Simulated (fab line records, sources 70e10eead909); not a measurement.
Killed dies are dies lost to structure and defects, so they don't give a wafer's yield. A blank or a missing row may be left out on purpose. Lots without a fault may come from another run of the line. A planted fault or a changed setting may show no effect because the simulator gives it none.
Problem report in the 8D (eight disciplines) form, filled by code | flow nand_harc | the parts of the form that need people (team, actions taken, sign-off) are left out

1. THE PROBLEM
killed_at_periphery at NHARC_END_SORT_01 reads a mean of 649.3 on 3 wafers of 2 lots; wafers without a fault read 3.3 with a standard deviation of 2.3. That is +99 or more standard deviations from the usual mean.
First seen on wafer L790.4, day 21 00:31, on prober-02. The record holds 6 wafers of 2 lots with a number at this step. Rule for "out", or "out of limits": more than 4 standard deviations from the usual mean. The other wafers with a number count as sound.

2. WHAT IT IS AND WHAT IT IS NOT
question                    | is                               | is not
which readings at this step | killed_at_periphery, killed_dies | killed_at_array, killed_at_other, killed_open, killed_short
which lots                  | L790, L791                       | -
which wafers of those lots  | L790.4, L791.2, L791.4           | L790.1, L790.3, L791.3
read on which gauges        | prober-02                        | -
when                        | from day 21 00:31                | up to then (2 sound wafers); but 1 sound wafer of L791 came after

3. SUSPECTS, AND WHAT RULES EACH OUT
Counting: a tool at a process step up to the reading stays a suspect if it ran every lot that is out. Sound lots after the first of them don't rule it out here, since some wafers of a struck lot are sound.
- the gauge at NHARC_END_SORT_01: kept. All the wafers that are out were read on prober-02, and no step on other tools shows them out.
- hdpcvd-01 at NHARC_P_STI_HDPCVD_20 (deposits SiO2): kept. It ran every lot that is out, first L790 (day 5 02:52).
Left after counting: hdpcvd-01 at NHARC_P_STI_HDPCVD_20, prober-02 at NHARC_END_SORT_01.

4. THE CAUSE (what the simulator had put in)
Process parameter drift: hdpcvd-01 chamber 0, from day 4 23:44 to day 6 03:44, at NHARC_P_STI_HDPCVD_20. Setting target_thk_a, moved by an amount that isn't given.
Counting left 2 suspects, and this tool is among them.

5. THE CHAIN OF EFFECTS, in route order
Each row: a reading whose mean over the struck wafers that have a number lies more than 3 standard deviations from the usual. Only readings for which the record gives a usual standard deviation are gone through. hours: the time from each lot's start at the first step in this table that gives one to its start at this step, as a median over the lots. sigmas: the change in usual standard deviations.
hours | step              | reading             | usual | on struck wafers | change | sigmas
0     | NHARC_END_SORT_01 | killed_at_periphery | 3.3   | 649.3            | +646.0 | +99 or more
0     | NHARC_END_SORT_01 | killed_dies         | 29    | 677              | +648   | +68

6. WHAT WOULD HAVE CAUGHT IT SOONER
In this record the first reading out of limits at a measuring or inspecting step was taken at day 21 00:31, 385 hours after the fault began at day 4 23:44.
All the lots that are out (2) had begun NHARC_P_STI_HDPCVD_20 on hdpcvd-01 by day 21 00:31. A hold on the tool at that time would have spared none of them.
